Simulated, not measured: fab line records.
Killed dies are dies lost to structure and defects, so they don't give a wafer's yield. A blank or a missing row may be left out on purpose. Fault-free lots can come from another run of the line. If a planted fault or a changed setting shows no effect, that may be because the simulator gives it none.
8D (eight disciplines) problem report, filled in by code || flow n5 finfet || the parts of the form that need people (team, actions taken, sign-off) are left out

## 1. THE ISSUE
etch rf on time s at N5_BEOL_M1_ETCH_74 reads a mean of 3.36 s on 2 wafers of 2 lots; wafers without a fault read 5.19 s with a standard deviation of 0.12. Relative to the usual mean, that is a shift of -15 standard deviations.
The step: etches underlayer in N2/H2, target depth 6.5 nm, time 5.2 s.
First seen on wafer L746.3, day 7 15:19, on rie diel-05. Wafers with a number at this step in the record: 26, from 9 lots. The rule behind "out" and "out of limits": a value lying over 4 standard deviations away from the usual mean. The rest of the wafers with a number are treated as sound.

## 2. WHAT IT IS AND WHAT IT IS NOT
{"question": "which readings at this step", "is": "etch rf on time s, oes product au", "is not": "drypump motor current A, rf vpp V, showerhead plenum p Torr, throttle valve pct"}
{"question": "which lots", "is": "L746, L751", "is not": "L740, L742, L753, L755, L756, L761, L763"}
{"question": "which wafers of those lots", "is": "L746.3, L751.3", "is not": "L746.2, L751.1, L751.2"}
{"question": "read on which tools", "is": "rie diel-05", "is not": "rie diel-01, rie diel-04"}
{"question": "when", "is": "from day 7 15:19", "is not": "up to then (7 sound wafers); but 17 sound wafers of L751, L753, L755, L756, L761, L763 came after"}

## 3. THE SUSPECTS, EACH WITH WHAT RULES IT OUT
Counting: if a tool at a process step up to the reading ran every lot that is out, it stays a suspect. Sound lots after the first of them don't rule it out here, since some wafers of a struck lot are sound.
- rie diel-05 at N5_BEOL_M1_ETCH_74 (etches underlayer in N2/H2, target depth 6.5 nm, time 5.2 s): kept. Ran every lot that is out, first one L746 (day 7 15:19); last sound lot up to then L740 (day 6 07:47). Out on those wafers are its own readings of etch rf on time s, oes product au.
Left after counting: rie diel-05 at N5_BEOL_M1_ETCH_74.

## 4. THE CAUSE (what the simulator had put in)
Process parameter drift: rie diel-05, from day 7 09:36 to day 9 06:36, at N5_BEOL_M1_ETCH_74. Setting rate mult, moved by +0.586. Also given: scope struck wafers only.
After counting, this tool was the only one left.

## 5. THE EFFECT CHAIN, in route order
Rows list readings where the struck wafers' mean (over those with a number) sits beyond 3 standard deviations from the usual. Readings are gone through only where the record gives a usual standard deviation; hours: the median, over the lots, of the time from a lot's start at the first step in this table giving one to that lot's start at this step; sigmas: the change measured in usual standard deviations.
{"hours": 0, "step": "N5_BEOL_M1_ETCH_74", "reading": "etch rf on time s", "usual": "5.19 s", "on struck wafers": 3.36, "change": -1.83, "sigmas": -15}
{"hours": 0, "step": "N5_BEOL_M1_ETCH_74", "reading": "oes product au", "usual": "0.68 a.u.", "on struck wafers": 0.98, "change": "+0.30", "sigmas": "+5.7"}
Process steps it contains:
- N5_BEOL_M1_ETCH_74: etches underlayer in N2/H2, target depth 6.5 nm, time 5.2 s.
At these later measuring or inspecting steps, every struck wafer for which the step has a row has a number for every such reading, and none has moved that far: N5_BEOL_M4_RC_MEAS_101.

## 6. HOW IT WOULD HAVE BEEN CAUGHT EARLIER
6 hours passed between the start of the fault at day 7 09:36 and the first reading out of limits in this record, taken at day 7 15:19.
